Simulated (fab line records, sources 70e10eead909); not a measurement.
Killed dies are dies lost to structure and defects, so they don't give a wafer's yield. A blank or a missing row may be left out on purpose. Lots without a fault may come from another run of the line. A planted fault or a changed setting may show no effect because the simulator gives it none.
Which tool did it? | flow nand_harc | 6 lots, 18 wafers sampled, at 5 steps of a route of 1159

WHAT THE GAUGES READ, wafer by wafer
NHARC_END_SORT_01.
lot  | measured     | on        | killed_at_array
L556 | day 24 04:02 | prober-02 | 29 22 18

WHICH TOOL RAN EACH LOT (tool, then ch and the chambers of the sampled wafers, then the start)
lot  | NHARC_A_CHANNEL_FILL_D1_ALD_14   | NHARC_A_CHANNEL_FILL_D1_ALD_16   | NHARC_A_STAIRCASE_ETCH_170         | NHARC_A_STAIRCASE_STRIP_171
L537 | ald_hk-02 ch 0,1, day 9 09:11    | ald_hk-02 ch 0,1,3, day 9 14:07  | rie_diel-10 ch 0,1, day 11 03:31   | plasma_asher-01 ch 0,1, day 11 03:44
L540 | ald_hk-04 ch 0,2,3, day 9 15:56  | ald_hk-04 ch 0,1, day 9 21:01    | rie_diel-09 ch 0,3, day 11 09:47   | plasma_asher-02 ch 0,1, day 11 10:01
L549 | ald_hk-01 ch 0,1,3, day 12 19:50 | ald_hk-01 ch 0,1,2, day 13 00:56 | rie_diel-09 ch 0,3, day 14 13:44   | plasma_asher-02 ch 0,1, day 14 13:50
L553 | ald_hk-02 ch 0,2, day 13 09:28   | ald_hk-01 ch 1,2,3, day 13 16:31 | rie_diel-09 ch 2,3, day 15 05:33   | plasma_asher-02 ch 0,1, day 15 05:46
L556 | ald_hk-01 ch 1,2, day 13 22:35   | ald_hk-02 ch 0,2,3, day 14 03:51 | rie_diel-11 ch 2,3, day 15 17:05   | plasma_asher-01 ch 0,1, day 15 17:21
L557 | ald_hk-04 ch 2,3, day 14 09:08   | ald_hk-02 ch 1,2,3, day 14 14:24 | rie_diel-10 ch 1,2,3, day 16 10:17 | plasma_asher-01 ch 0,1, day 16 10:29
- NHARC_A_CHANNEL_FILL_D1_ALD_14: deposits SiO2, target thk 2.5 nm, pulse time 10 s, ald cycles 25.
- NHARC_A_CHANNEL_FILL_D1_ALD_16: deposits SiO2, target thk 1.5 nm, pulse time 10 s, ald cycles 15.
- NHARC_A_STAIRCASE_ETCH_170: etches the open film in C4F6/O2, target depth 200 nm, time 66.667 s.
- NHARC_A_STAIRCASE_STRIP_171: strips in O2.

THE ANSWER, worked out from the rows above alone
Rule: what is usual is taken from the lots themselves. Put in order of their means at a reading, lots are off if they are a third of the lots or fewer, leave a main group of 4 or more, and stand apart from it by a gap of 3 or more times the standard deviation of the main group's means; of several such gaps the widest counts. A main group whose means are all the same, to the digits that the tables above print for the reading, isn't used. A lot without any number at a reading at which 4 lots or more have one is off too. The other lots that the step has rows for count as sound.
No lot is off at any reading shown: from this, nothing can be told.

WHAT THE SIMULATOR HAD PUT IN
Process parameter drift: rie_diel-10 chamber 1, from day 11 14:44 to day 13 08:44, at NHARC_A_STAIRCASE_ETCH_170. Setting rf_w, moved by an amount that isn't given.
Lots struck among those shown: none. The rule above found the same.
